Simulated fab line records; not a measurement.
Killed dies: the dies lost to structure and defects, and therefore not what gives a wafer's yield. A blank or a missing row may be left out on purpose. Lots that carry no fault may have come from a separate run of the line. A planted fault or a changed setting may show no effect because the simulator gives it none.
fab line records	flow n5_finfet
record: lots: 5	wafers: 15	last_day: 16
route steps=1938 shown SD_EPI_P@309 SD_ACTIVATION@330 ILD0@335 SDB@347 MOL_CONTACT_COAG@538 BEOL_M4@1111
lots untouched by any fault: they come from a run of this same line in which no faults occurred
start_h: the number of hours between the record's first day and the start of the first shown wafer of the lot	wait_h: how many hours have passed since the lot's step before this one	" as in the row above	L1.1+2: one row covering several wafers at once	- no value present, or no start provided	* or withheld: withheld	< > ~ a bound
route shown NAME@n: names a module that has steps shown in the file, with the first one's number in the route	usual: the fault-free wafers' mean and standard deviation	same: alike in all rows	chamber/n: place in a boat	sites: the reading at each site	_std_site: the values' standard deviation	_edge_site: the outer-site mean with the inner-site mean subtracted	radius_mm: for every site, how far away it sits from the centre of the wafer	mask NAME#n: copy n	behind: the tool/chamber that last shaped the wafer	hold: what put the lot on hold/how long, in hours/how the hold closed	device: whichever transistor did not switch (one of n, p or np)	end of line: at the end of the route, the tests of the same wafers	a step without rows: its recipe alone	killed: count of dies lost to structure and defects at first sort (not the wafer's yield)	map: a wafer's dies, x killed, . not, _ none there
set.NAME: the run value of the setting; set.NAME@STEP: its run value at that earlier step	model.NAME: the simulator's own value behind a step, which no gauge read
a table for each step, a row for each wafer; lots at some steps of the route
services: a tool's chamber out of use, with start hour (start_h, from the record's first day; less than 0 if before it), hours out, and reason
== steps ==
step: N5_SD_EPI_P_STRIP_38
recipe: chemistry: N2/H2	temp_c: 40	n2_flow_sccm: 200	h2_flow_sccm: 200	rf_frequency_hz: 6e+07
step: N5_SD_EPI_P_ETCHBACK_46
recipe: chemistry: CH3F/O2	mode: anisotropic_etchback	target: SiNx	target_depth_a: 175	stop_on: SiO2	over_etch_frac: 0.3	ion_energy_ev: 120	pressure_mtorr: 30	source_w: 395	bias_w: 73	Ar_flow_sccm: 150	CH3F_flow_sccm: 30	O2_flow_sccm: 20
step: N5_SD_EPI_P_ETCH_47
recipe: chemistry: CH3F/O2	target: SiOCN	target_depth_a: 250	mask_material: SOC	ion_energy_ev: 60	bias_w: 29	pressure_mtorr: 30	source_w: 410	Ar_flow_sccm: 150	CH3F_flow_sccm: 30	O2_flow_sccm: 20
step: N5_SD_EPI_P_ETCH_16
recipe: chemistry: CHF3/O2	target: SiO2	target_depth_a: 50	mask_material: SOC	pressure_mtorr: 30	source_w: 650	bias_w: 170	Ar_flow_sccm: 200	CHF3_flow_sccm: 50	O2_flow_sccm: 5	ion_energy_ev: 200
step: N5_SD_EPI_P_STRIP_50
recipe: chemistry: CHF3/O2	resist: SiARC	rf_frequency_hz: 6e+07
step: N5_SD_EPI_P_SD_RECESS_17
recipe: chemistry: HBr/Cl2/O2	target_depth_a: 391	bt_time_s: 3	pressure_mtorr: 10	icp_w: 800	bias_w: 112	HBr_flow_sccm: 150	Cl2_flow_sccm: 80	O2_flow_sccm: 12
usual: drypump_motor_current_A: 5.7/0.39	he_backside_leak_sccm: 2.8/0.38	oes_product_au: 0.991/0.014	throttle_valve_pct: 37.05/0.29
lot.wafer	tool	chamber	start_h	wait_h	drypump_motor_current_A	he_backside_leak_sccm	oes_product_au	rf_hours_counter_h	throttle_valve_pct
L664.1	rie_si-01	3	64.80	0.0	5.9	2.9	0.965	196	36.66
L664.4	"	2	"	"	6.3	3.0	0.979	200	37.13
L664.6	"	1	"	"	5.2	2.6	0.982	-	37.15
L669.3	rie_si-06	3	94.59	0.0	5.4	3.4	0.980	86	37.47
L669.4	"	1	"	"	5.7	2.3	1.003	33	37.26
L669.6	"	1	"	"	5.7	2.2	1.010	-	37.28
L671.2	rie_si-01	2	104.43	0.0	6.3	2.5	1.000	0	37.18
L671.4	"	0	"	"	4.9	3.4	0.997	194	37.09
L671.5	"	2	"	"	6.3	2.4	1.009	-	37.15
L683.2	rie_si-06	3	173.31	0.0	5.4	3.4	0.975	88	37.47
L683.3	"	1	"	"	5.7	2.5	1.004	35	37.27
L683.4	"	2	"	"	5.7	2.6	0.978	11	36.57
L684.1	rie_si-06	2	181.91	0.0	5.7	2.6	0.978	12	36.56
L684.3	"	0	"	"	6.3	2.8	1.011	7	37.27
L684.5	"	2	"	"	5.7	2.5	0.973	-	36.56
step: N5_SD_EPI_P_WET_ETCH_45
recipe: chemistry: dHF	dilution: withheld	time_s: 10.7	target: SiO2	target_depth_a: 20	temp_c: 25	dry: ipa_marangoni	rinse_time_s: 30	rinse_temp_c: 23
step: N5_SD_EPI_P_STRIP_40
recipe: chemistry: N2/H2	power_w: 1000	temp_c: 250	h2_frac: 0.65	overash_fraction: 0.3	pressure_mtorr: withheld	n2_flow_sccm: 1750	h2_flow_sccm: 3250
step: N5_SD_EPI_P_PRECLEAN_52
recipe: chemistry: O3/DIW	time_s: 60	temp_c: 22	o3_ppm: 10
step: N5_SD_EPI_P_SRD_20
recipe: dry: ipa_marangoni	do_ppb: 5	time_s: 30	temp_c: 23	rinse_liquid: diw
step: N5_SD_EPI_P_PRECLEAN_51
recipe: chemistry: NF3:NH3	afs_cycles: 1	temp_c: 30	time_s: 20	sublimation_temp_c: 180	sublimation_time_s: 60	pressure_torr: 3	rf_power_w: 30
step: N5_SD_EPI_P_VAPOR_ETCH_44
recipe: chemistry: NF3/Ar	target: SiGe30	temp_c: 25	time_s: 3.3	mode: isotropic
step: N5_SD_EPI_P_EPI_21
recipe: material: SiGe:B	dopant: B	temp_c: 550	pressure_torr: 20	ambient: H2	time_s: 355
usual: epi_growth_time_s: 355/0
lot.wafer	tool	chamber	start_h	wait_h	epi_growth_time_s	model.SiGe-B_of_SD_EPI_P_EPI_21.thk_nm
L664.1	epi_rpcvd-01	0	65.46	0.1	355	60.4
L664.4	"	0	66.54	1.1	355	60.8
L664.6	"	0	"	"	355	61.2
L669.3	epi_rpcvd-02	0	95.98	0.8	355	61.4
L669.4	"	0	"	"	355	61.8
L669.6	"	0	"	"	355	60.6
L671.2	epi_rpcvd-02	0	105.45	0.5	465.84	73.8
L671.4	"	0	"	"	355	62.2
L671.5	"	0	"	"	355	61.4
L683.2	epi_rpcvd-04	0	174.45	0.5	355	61.8
L683.3	"	0	"	"	355	61.6
L683.4	"	0	"	"	355	61.8
L684.1	epi_rpcvd-01	0	182.57	0.1	355	59.6
L684.3	"	0	"	"	355	59.8
L684.5	"	0	"	"	355	60.6
step: N5_SD_EPI_P_EPI_MEAS_23
recipe: mode: xrd
usual: thk_nm: 61.0/1.2
lot.wafer	tool	chamber	start_h	wait_h	thk_nm
L664.1	film_metro-01	-	67.65	1.8	58.9
L664.4	"	-	"	"	63.4
L664.6	"	-	"	"	61.3
L669.3	film_metro-02	-	97.47	1.1	60.8
L669.4	"	-	"	"	61.7
L669.6	"	-	"	"	59.8
L671.2	film_metro-02	-	107.29	1.5	74.0
L671.4	"	-	"	"	62.5
L671.5	"	-	"	"	61.4
L683.2	film_metro-01	-	176.29	1.5	60.6
L683.3	"	-	"	"	61.7
L683.4	"	-	"	"	62.6
L684.1	film_metro-02	-	184.77	1.8	59.6
L684.3	"	-	"	"	59.9
L684.5	"	-	"	"	61.4
step: N5_SD_EPI_P_HM_STRIP_48
recipe: chemistry: H3PO4	temp_c: 160	material: SiNx	target: SiNx	target_depth_a: 30	overetch_fraction: 0.3
step: N5_SD_EPI_P_SRD_49
recipe: dry: ipa_marangoni	time_s: 30	temp_c: 23	rinse_liquid: diw
step: N5_SD_EPI_P_PRECLEAN_24
recipe: chemistry: O3/DIW	time_s: 45	temp_c: 22	o3_ppm: 10
step: N5_SD_EPI_P_PRECLEAN_32
recipe: chemistry: dHF	time_s: 10	dilution: 500:1	temp_c: 25
step: N5_SD_EPI_P_PRECLEAN_33
recipe: chemistry: SC2	time_s: 45	temp_c: 35	mix: 1:1:50
step: N5_SD_EPI_P_SRD_25
recipe: time_s: 30	temp_c: 23	rinse_liquid: diw	dry: ipa_marangoni
step: N5_SD_EPI_P_INSPECT_26
recipe: inspect_instrument: darkfield	mode: post_epi
usual: raw_defect_count: 165/34
lot.wafer	tool	chamber	start_h	wait_h	raw_defect_count
L664.1	defect_inspect-01	-	67.83	0.0	185
L664.4	"	-	"	"	126
L664.6	"	-	"	"	206
L669.3	defect_inspect-02	-	97.66	0.0	137
L669.4	"	-	"	"	167
L669.6	"	-	"	"	177
L671.2	defect_inspect-01	-	107.46	0.0	126
L671.4	"	-	"	"	178
L671.5	"	-	"	"	128
L683.2	defect_inspect-02	-	176.46	0.0	138
L683.3	"	-	"	"	169
L683.4	"	-	"	"	142
L684.1	defect_inspect-02	-	184.94	0.0	179
L684.3	"	-	"	"	138
L684.5	"	-	"	"	203
step: N5_SD_ACTIVATION_RTA_00
recipe: temp_c: 975	time_s: 0	ambient: N2	idle_temp_c: 600	ramp_up_c_per_s: 150	ramp_down_c_per_s: 60	cool_to_c: 600
step: N5_SD_ACTIVATION_LSA_01
recipe: temp_c: 1080	time_s: 0.0008	ambient: N2
step: N5_SD_ACTIVATION_RS_MEAS_03
recipe: thk_meas_gauge: four-point-probe
usual: RS_SD_N: 21.94/0.27	RS_SD_P: 56.0/0.7
lot.wafer	tool	chamber	start_h	wait_h	RS_SD_N[ohm/sq]	RS_SD_P[ohm/sq]
L664.1	film_metro-01	-	68.34	0.2	22.05	56.2
L664.4	"	-	"	"	22.12	55.8
L664.6	"	-	"	"	21.73	55.1
L669.3	film_metro-01	-	98.22	0.2	22.12	55.6
L669.4	"	-	"	"	22.37	55.8
L669.6	"	-	"	"	22.20	56.0
L671.2	film_metro-01	-	107.91	0.2	21.98	46.2
L671.4	"	-	"	"	22.20	54.8
L671.5	"	-	"	"	22.35	55.7
L683.2	film_metro-02	-	176.97	0.2	21.97	56.2
L683.3	"	-	"	"	21.88	56.1
L683.4	"	-	"	"	21.94	55.8
L684.1	film_metro-02	-	185.38	0.2	21.80	57.8
L684.3	"	-	"	"	21.54	57.5
L684.5	"	-	"	"	21.73	56.0
step: N5_SD_ACTIVATION_INSPECT_02
recipe: inspect_instrument: darkfield	mode: post_anneal
usual: raw_defect_count: 164/34
lot.wafer	tool	chamber	start_h	wait_h	raw_defect_count
L664.1	defect_inspect-02	-	68.66	0.2	190
L664.4	"	-	"	"	128
L664.6	"	-	"	"	193
L669.3	defect_inspect-02	-	98.50	0.1	121
L669.4	"	-	"	"	155
L669.6	"	-	"	"	169
L671.2	defect_inspect-02	-	108.21	0.1	126
L671.4	"	-	"	"	164
L671.5	"	-	"	"	128
L683.2	defect_inspect-02	-	177.28	0.2	146
L683.3	"	-	"	"	169
L683.4	"	-	"	"	128
L684.1	defect_inspect-01	-	185.70	0.2	176
L684.3	"	-	"	"	146
L684.5	"	-	"	"	199
step: N5_ILD0_LINER_00
recipe: material: SiNx	target_thk_a: 40	temp_c: 400	ald_precursor_family: SiH2I2	ald_co_reactant: N2/H2-plasma	pulse_time_s: 1	purge_time_s: 2	co_reactant_purge_time_s: 2	ald_cycles: 80	pressure_torr: 2
step: N5_ILD0_FCVD_FILL_01
recipe: material: SiO2_flowable	target_thk_a: 2000	temp_c: 100	pressure_torr: 0.8	rf_w: 2000	time_s: 328.3
step: N5_ILD0_CURE_02
recipe: temp_c: 450	time_s: 1800	ambient: steam	idle_temp_c: 400	ramp_up_c_per_min: 5	ramp_down_c_per_min: 3	densification_p_h2o_torr: 640
step: N5_ILD0_CMP_03
recipe: stop_on: SiNx	t_overpolish_s: 1.9	post_cmp_clean: alkaline_brush	down_force_psi: 4.1491	platen_rpm: 51.796	pad_velocity_m_s: 1.0306	target_thk_nm: 197.38
usual: edge_zone_pressure_frac: 1.000/0.0041	motor_current_A: 12.5/0.91	overpolish_run_s: 1.900/0.0088	slurry_flow_ml_min: 149.9/0.45	time_to_endpoint_s: 68/3.3
lot.wafer	tool	chamber	start_h	wait_h	edge_zone_pressure_frac	motor_current_A	overpolish_run_s	slurry_flow_ml_min	time_to_endpoint_s
L664.1	cmp-04	0	71.47	0.0	1.005	10.6	1.912	149.9	71
L664.4	"	1	"	"	1.004	12.4	1.891	149.8	68
L664.6	"	1	"	"	0.998	12.0	1.911	149.9	66
L669.3	cmp-04	3	100.90	0.0	0.996	13.3	1.899	150.1	68
L669.4	"	1	"	"	1.001	12.3	1.895	150.8	65
L669.6	"	0	"	"	0.996	10.8	1.889	149.6	65
L671.4	cmp-03	1	110.97	0.0	1.004	12.4	1.893	150.5	62
L671.2	"	2	"	"	0.992	12.2	1.906	149.8	62
L671.5	"	2	"	"	1.002	12.5	1.911	150.3	63
L683.4	cmp-02	0	179.81	0.0	1.008	13.8	1.898	150.3	70
L683.3	"	2	"	"	1.000	10.9	1.897	149.7	72
L683.2	"	3	"	"	1.004	12.6	1.911	150.0	71
L684.1	cmp-02	2	188.25	0.0	1.003	11.6	1.887	150.7	67
L684.3	"	3	"	"	0.999	11.7	1.888	148.7	68
L684.5	"	3	"	"	1.009	12.9	1.889	149.4	66
step: N5_ILD0_THK_MEAS_04
usual: thk_nm: 197.2/0.85
lot.wafer	tool	chamber	start_h	wait_h	thk_nm
L664.1	film_metro-01	-	71.76	-	197.9
L664.4	"	-	"	"	197.2
L664.6	"	-	"	"	197.0
L669.3	film_metro-02	-	101.20	-	198.0
L669.4	"	-	"	"	196.3
L669.6	"	-	"	"	197.8
L671.2	film_metro-02	-	111.27	-	197.3
L671.4	"	-	"	"	196.6
L671.5	"	-	"	"	196.8
L683.2	film_metro-01	-	180.11	-	197.6
L683.3	"	-	"	"	197.7
L683.4	"	-	"	"	196.9
L684.1	film_metro-01	-	188.55	-	196.7
L684.3	"	-	"	"	199.0
L684.5	"	-	"	"	198.6
step: N5_ILD0_CMP_07
recipe: stop_on: poly-Si	material: SiO2_flowable	t_overpolish_s: 1.18	post_cmp_clean: alkaline_brush	down_force_psi: 4.1491	platen_rpm: 51.796	pad_velocity_m_s: 1.0306	target_thk_nm: 138.88
step: N5_ILD0_THK_MEAS_08
usual: thk_nm: 139.2/0.99
lot.wafer	tool	chamber	start_h	wait_h	thk_nm
L664.1	film_metro-01	-	72.09	-	137.6
L664.4	"	-	"	"	137.9
L664.6	"	-	"	"	136.7
L669.3	film_metro-01	-	101.52	-	138.3
L669.4	"	-	"	"	138.5
L669.6	"	-	"	"	138.4
L671.2	film_metro-02	-	111.59	-	139.9
L671.4	"	-	"	"	139.5
L671.5	"	-	"	"	139.1
L683.2	film_metro-01	-	180.43	-	139.4
L683.3	"	-	"	"	138.5
L683.4	"	-	"	"	139.8
L684.1	film_metro-02	-	188.87	-	137.1
L684.3	"	-	"	"	138.7
L684.5	"	-	"	"	138.4
step: N5_ILD0_PRECLEAN_10
recipe: chemistry: NF3:NH3	afs_cycles: 5	time_s: 20	temp_c: 30	sublimation_temp_c: 180	sublimation_time_s: 60	pressure_torr: 3	rf_power_w: 30
step: N5_ILD0_ALD_15
recipe: material: SiNx	target_thk_a: 240	temp_c: 400	ald_precursor_family: SiH2I2	ald_co_reactant: N2/H2-plasma	pulse_time_s: 1	ald_cycles: 480	purge_time_s: 2	co_reactant_purge_time_s: 2	pressure_torr: 2
usual: heater_power_w: 842/71	precursor_pulse_height_rel: 1.000/0.021
same: ald_cycles: 480
lot.wafer	tool	chamber	start_h	wait_h	heater_power_w	precursor_pulse_height_rel
L664.1	ald_sin-02	0	72.80	0.6	838	1.006
L664.4	"	1	"	"	861	0.984
L664.6	"	2	73.89	1.1	838	1.026
L669.3	ald_sin-03	1	102.24	0.4	836	1.003
L669.4	"	2	"	"	841	0.963
L669.6	"	2	103.33	1.1	857	0.980
L671.2	ald_sin-02	2	112.31	0.5	854	1.007
L671.4	"	0	"	"	830	1.003
L671.5	"	3	113.39	1.2	792	0.984
L683.2	ald_sin-03	1	181.59	0.9	873	0.968
L683.3	"	0	"	"	778	0.987
L683.4	"	2	"	"	852	0.975
L684.1	ald_sin-03	1	189.91	0.9	855	1.035
L684.3	"	0	"	"	773	1.015
L684.5	"	3	191.00	1.5	997	1.021
step: N5_ILD0_CMP_12
recipe: stop_on: poly-Si	material: SiNx	t_overpolish_s: 6	post_cmp_clean: alkaline_brush	down_force_psi: 2.5	platen_rpm: 51.8	pad_velocity_m_s: 1.0307	target_thk_nm: 17.67
usual: edge_zone_pressure_frac: 0.999/0.0043	motor_current_A: 9.1/0.7	overpolish_run_s: 5.999/0.009	slurry_flow_ml_min: 149.9/0.47	time_to_endpoint_s: 29.5/2.3
lot.wafer	tool	chamber	start_h	wait_h	edge_zone_pressure_frac	motor_current_A	overpolish_run_s	slurry_flow_ml_min	time_to_endpoint_s
L664.1	cmp-02	0	75.00	1.1	0.992	9.3	5.988	149.3	31.2
L664.4	"	1	"	"	1.001	9.2	6.016	149.9	26.6
L664.6	"	1	"	"	1.006	9.2	6.001	149.8	28.5
L669.4	cmp-03	3	104.45	1.1	0.999	10.0	5.982	150.0	28.2
L669.3	"	2	"	"	1.006	9.6	6.000	149.5	25.5
L669.6	"	0	"	"	0.993	8.6	5.994	149.7	27.9
L671.2	cmp-04	2	114.58	1.2	0.994	9.4	5.978	150.0	26.8
L671.4	"	3	"	"	0.991	9.0	5.998	150.0	30.1
L671.5	"	0	"	"	0.997	8.2	6.003	150.1	27.0
L683.2	cmp-02	2	183.79	1.1	0.992	8.9	6.014	149.6	33.5
L683.3	"	3	"	"	1.002	9.6	5.989	149.5	30.7
L683.4	"	1	"	"	1.000	9.4	5.998	150.7	34.1
L684.3	cmp-03	1	192.11	1.1	0.994	9.0	6.001	148.7	31.6
L684.1	"	3	"	"	1.000	10.2	6.009	150.4	31.8
L684.5	"	2	"	"	1.006	9.6	5.995	150.4	27.9
step: N5_ILD0_THK_MEAS_13
usual: thk_nm: 17.8/1.1
lot.wafer	tool	chamber	start_h	wait_h	thk_nm
L664.1	film_metro-02	-	75.30	-	17.5
L664.4	"	-	"	"	18.4
L664.6	"	-	"	"	18.4
L669.3	film_metro-01	-	104.75	-	14.6
L669.4	"	-	"	"	16.2
L669.6	"	-	"	"	15.7
L671.2	film_metro-02	-	114.80	-	18.7
L671.4	"	-	"	"	18.0
L671.5	"	-	"	"	17.2
L683.2	film_metro-01	-	184.09	-	17.5
L683.3	"	-	"	"	19.5
L683.4	"	-	"	"	17.8
L684.1	film_metro-02	-	192.41	-	18.5
L684.3	"	-	"	"	18.3
L684.5	"	-	"	"	18.3
step: N5_ILD0_INSPECT_06
recipe: inspect_instrument: darkfield	mode: post_cmp
usual: raw_defect_count: 37/16
lot.wafer	tool	chamber	start_h	wait_h	raw_defect_count
L664.1	defect_inspect-02	-	75.32	0.0	40
L664.4	"	-	"	"	50
L664.6	"	-	"	"	34
L669.3	defect_inspect-02	-	104.78	0.0	29
L669.4	"	-	"	"	15
L669.6	"	-	"	"	31
L671.2	defect_inspect-01	-	114.83	0.0	45
L671.4	"	-	"	"	55
L671.5	"	-	"	"	22
L683.2	defect_inspect-02	-	184.12	0.0	50
L683.3	"	-	"	"	38
L683.4	"	-	"	"	60
L684.1	defect_inspect-01	-	192.43	0.0	35
L684.3	"	-	"	"	13
L684.5	"	-	"	"	24
step: N5_SDB_HM_DEP_00
recipe: material: SiNx	target_thk_a: 400	temp_c: 400	precursor: SiH4/NH3/N2	pressure_torr: 1.5	rf_w: 300	time_s: 35.3
usual: heater_power_w: 797/93	showerhead_plenum_p_Torr: 5.16/0.052	throttle_valve_pct: 41.0/2.7
lot.wafer	tool	chamber	start_h	wait_h	heater_power_w	showerhead_plenum_p_Torr	throttle_valve_pct
L664.1	pecvd-03	1	75.36	0.0	696	5.15	40.0
L664.4	"	0	"	"	649	5.16	38.9
L664.6	"	2	"	"	692	5.11	37.9
L669.3	pecvd-03	1	104.81	0.0	791	5.15	40.2
L669.4	"	1	"	"	786	5.14	40.2
L669.6	"	0	"	"	761	5.18	39.0
L671.2	pecvd-04	1	114.86	0.0	991	5.19	40.2
L671.4	"	1	"	"	986	5.20	40.3
L671.5	"	2	"	"	800	5.08	46.4
L683.2	pecvd-04	1	184.15	0.0	854	5.19	40.3
L683.3	"	2	"	"	934	5.10	46.3
L683.4	"	1	"	"	857	5.19	40.5
L684.1	pecvd-03	0	192.47	0.0	736	5.17	38.9
L684.3	"	1	"	"	731	5.14	40.3
L684.5	"	1	"	"	759	5.14	40.5
step: N5_SDB_COAT_03
recipe: resist: SOC	temp_c: 250	time_s: 60	spin_rpm: 1500	resist_thk_nm: 100
step: N5_SDB_COAT_04
recipe: resist: SiARC	temp_c: 220	time_s: 60	spin_rpm: 1500	resist_thk_nm: 18
step: N5_SDB_COAT_05
recipe: resist: CAR-ArF	spin_rpm: 1500	resist_thk_nm: 90
step: N5_MOL_CONTACT_COAG_ETCH_110
recipe: chemistry: CF4/O2	target: Si	target_depth_a: 25	time_s: 8	pressure_mtorr: 100	source_w: 200	bias_w: 12	ion_energy_ev: 60	Ar_flow_sccm: 100	cf4_flow_sccm: 100	O2_flow_sccm: 10
usual: drypump_motor_current_A: 6.0/0.49	oes_product_au: 0.78/0.077	rf_vpp_V: 127.6/1.4	showerhead_plenum_p_Torr: 2.23/0.068	throttle_valve_pct: 10.76/0.18
lot.wafer	tool	chamber	start_h	wait_h	drypump_motor_current_A	oes_product_au	rf_hours_counter_h	rf_vpp_V	showerhead_plenum_p_Torr	throttle_valve_pct	model.SiGe-B_of_SD_EPI_P_EPI_21.thk_nm
L664.1	rie_diel-04	2	99.04	0.0	5.8	0.70	219	124.7	2.29	10.76	57.6
L664.4	"	1	"	"	5.7	0.81	98	127.1	2.24	10.86	57.8
L664.6	"	2	"	"	5.8	0.69	-	124.9	2.29	10.77	58.4
L669.3	rie_diel-04	1	131.67	0.0	5.7	0.81	112	126.6	2.23	10.89	58.6
L669.4	"	2	"	"	5.8	0.69	232	125.9	2.29	10.80	58.8
L669.6	"	2	"	"	5.8	0.69	-	125.4	2.29	10.80	57.6
L671.2	rie_diel-01	2	140.38	0.0	6.6	0.71	191	129.1	2.22	10.86	70.4
L671.4	"	0	"	"	5.5	0.89	44	127.1	2.27	10.82	59.2
L671.5	"	3	"	"	5.1	0.72	-	126.5	2.12	10.91	58.4
L683.2	rie_diel-05	3	209.42	0.0	5.5	0.77	142	126.5	2.32	10.90	58.8
L683.3	"	2	"	"	6.6	0.75	162	126.4	2.22	10.85	58.8
L683.4	"	1	"	"	6.3	0.94	9	130.4	2.28	10.32	59
L684.1	rie_diel-05	0	215.23	0.0	5.6	0.79	101	129.4	2.16	10.65	56.8
L684.3	"	1	"	"	6.2	0.93	11	128.9	2.28	10.35	57
L684.5	"	0	"	"	5.6	0.81	-	127.6	2.16	10.63	57.8
step: N5_BEOL_M4_RC_MEAS_101
usual: DIBL_N: 36.3/1.2	DIBL_P: 36.1/1.6	IOFF_N: 0.161/0.023	IOFF_P: 0.209/0.027	ION_N: 676/8.9	ION_P: 462/5.3	RS_SD_P: 65.9/0.86	SS_N: 71.5/0.51	SS_P: 73.2/0.5	VT_N: 249.1/2.5	VT_P: -249.9/2.8
lot.wafer	tool	chamber	start_h	wait_h	DIBL_N[mV/V]	DIBL_P[mV/V]	IOFF_N[nA/um]	IOFF_P[nA/um]	ION_N[uA/um]	ION_P[uA/um]	RS_SD_P[ohm/sq]	SS_N[mV/dec]	SS_P[mV/dec]	VT_N[mV]	VT_P[mV]
L664.1	prober-01	0	176.14	0.0	36.3	36.0	0.161	0.207	675	462	66.1	70.5	73.5	248.5	-251.2
L664.4	"	0	"	"	37.6	38.1	0.182	0.240	684	469	66.5	71.1	73.9	246.4	-248.3
L664.6	"	0	"	"	38.5	38.9	0.208	0.257	691	472	65.5	72.2	73.5	244.1	-243.6
L669.3	prober-02	0	204.96	0.3	36.2	36.6	0.165	0.220	679	465	66.9	71.8	72.8	248.8	-249.8
L669.4	"	0	"	"	34.9	35.5	0.151	0.207	682	464	65.9	71.8	73.6	249.9	-249.1
L669.6	"	0	"	"	36.3	36.9	0.170	0.227	682	470	67.3	71.9	72.8	249.5	-247.8
L671.2	prober-02	0	206.46	0.2	35.5	33.1	0.138	0.202	666	468	54.0	71.2	72.3	250.0	-248.0
L671.4	"	0	"	"	36.5	34.4	0.153	0.210	681	469	63.6	71.2	73.0	248.6	-248.4
L671.5	"	0	"	"	37.1	35.1	0.161	0.212	679	469	64.8	71.8	73.5	249.0	-249.5
L683.2	prober-02	0	278.87	0.2	37.8	37.2	0.202	0.225	695	466	66.3	72.2	73.0	245.0	-249.9
L683.3	"	0	"	"	37.4	37.6	0.178	0.224	688	468	66.6	72.0	73.8	248.6	-248.7
L683.4	"	0	"	"	36.9	36.7	0.167	0.212	681	459	65.7	71.8	72.5	249.6	-249.5
L684.1	prober-02	0	284.60	0.0	36.9	38.7	0.155	0.237	667	460	66.9	71.6	73.7	252.0	-247.5
L684.3	"	0	"	"	37.1	38.2	0.152	0.223	669	455	67.0	71.5	73.6	252.4	-247.7
L684.5	"	0	"	"	38.2	40.2	0.180	0.271	676	465	66.3	71.6	74.1	248.3	-245.8
== services ==
tool	chamber	start_h	hours	kind
cmp-02	-	41.77	5.9	pm
cmp-04	-	41.99	4.0	pm
rie_si-01	1	60.09	4.1	repair
cmp-02	-	82.01	6.3	repair
cmp-04	-	87.12	1.4	repair
rie_si-06	0	87.43	6.4	repair
epi_rpcvd-01	-	91.51	0.6	repair
rie_diel-04	-	101.30	0.5	repair
ald_sin-03	-	112.71	2.8	pm
rie_diel-05	2	119.71	1.5	repair
epi_rpcvd-01	-	131.06	8.1	pm
cmp-02	-	132.53	4.0	pm
rie_si-01	2	139.12	2.8	repair
cmp-03	-	142.93	1.2	repair
cmp-04	-	149.07	6.8	pm
rie_diel-04	1	160.26	9.4	repair
cmp-04	-	164.22	2.1	repair
cmp-03	-	164.27	0.9	repair
cmp-04	-	174.93	1.3	repair
cmp-03	-	175.11	3.4	pm
rie_si-06	3	185.94	30.7	repair
pecvd-03	2	190.05	6.5	repair
cmp-03	-	195.42	1.8	repair
cmp-04	-	209.28	0.9	repair
== key ==
first_sign: step: N5_SD_EPI_P_EPI_21	reading: epi_growth_time_s	direction: up	sigmas: 99+	usual: *	struck: *
effect: step: N5_SD_EPI_P_EPI_MEAS_23	reading: thk_nm	direction: up	sigmas: 11	usual: *	struck: *
effect: step: N5_SD_ACTIVATION_RS_MEAS_03	reading: RS_SD_P	direction: down	sigmas: 14	usual: 56.0	struck: 46.2
effect: step: N5_BEOL_M4_RC_MEAS_101	reading: RS_SD_P	direction: down	sigmas: 14	usual: 65.9	struck: 54.0
model_effect: step: N5_SD_EPI_P_EPI_21	value: SiGe-B_of_SD_EPI_P_EPI_21.thk_nm	without: 61.2	struck: 73.8
model_effect: step: N5_MOL_CONTACT_COAG_ETCH_110	value: SiGe-B_of_SD_EPI_P_EPI_21.thk_nm	without: 58.4	struck: 70.4
met_at N5_SD_EPI_P_EPI_21
struck_wafers L671.2
sort_left_out L671.2
onset_between 95.98 105.45
fault: kind: process_parameter_drift	tool: epi_rpcvd-02	chamber: -	onset_h: 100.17	steps: N5_SD_EPI_P_EPI_21	channel: epi_growth_time_s	offset: *	shape: step	end_h: 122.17	scope: struck_wafers_only	acts_in: *	stated: *
sort_left_out: the simulated sort isn't trusted on such a fault, so these wafers' sort isn't shown, and their yield isn't known
